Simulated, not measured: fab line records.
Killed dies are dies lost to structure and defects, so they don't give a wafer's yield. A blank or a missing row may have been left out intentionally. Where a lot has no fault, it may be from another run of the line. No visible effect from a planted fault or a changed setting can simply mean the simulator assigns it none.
Matching of chambers | flow n5-finfet | rie-diel-02 running N5_FIN_SAQP_ETCH_34: 4 sister chambers
The step etches SiO2 in C4F6/O2, target depth 45 nm, time 15 s. 4 wafers are shown with their chamber, then 12 later ones without.

## EACH WAFER AND ITS CHAMBER
wafer  | chamber | drypump-motor-current-A (A)
L090.6 | 3       | 5.9
L092.4 | 0       | 5.4
L092.5 | 2       | 5.6
L092.6 | 1       | 4.8

## WAFERS WHOSE CHAMBER IS MISSING
wafer  | drypump-motor-current-A (A)
L093.2 | 5.6
L093.3 | 5.9
L093.4 | 4.8
L094.1 | 5.5
L094.4 | 5.6
L094.5 | 5.5
L095.2 | 5.5
L095.4 | 5.5
L095.6 | 4.8
L096.1 | 5.6
L096.5 | 4.8
L096.6 | 5.5

## EACH ONE'S CHAMBER
wafer  | from the rows above     | in truth
L093.2 | 2                       | 2
L093.3 | 3                       | 3
L093.4 | 1                       | 1
L094.1 | can't be placed: 0 or 2 | 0
L094.4 | 2                       | 2
L094.5 | can't be placed: 0 or 2 | 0
L095.2 | can't be placed: 0 or 2 | 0
L095.4 | can't be placed: 0 or 2 | 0
L095.6 | 1                       | 1
L096.1 | 2                       | 2
L096.5 | 1                       | 1
L096.6 | can't be placed: 0 or 2 | 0
Correctly placed: 7 of 12. Can't be placed from these rows: 5 (the true chamber is among the candidates in 5). Wrongly placed: 0.
How it was worked out, from the rows above alone: a wafer's distance from a chamber is the root of the sum, over the readings, of the square of ((its reading less the chamber's mean) divided by the reading's scatter). If the next closest chamber is less than 2 further off than the closest, the wafer can't be placed; otherwise it belongs to the closest. For every chamber, the mean is computed from those of its wafers that are shown. The scatter: with one shown wafer a chamber, the root of the mean of the squares of how far each hidden wafer lies from its nearest shown one.
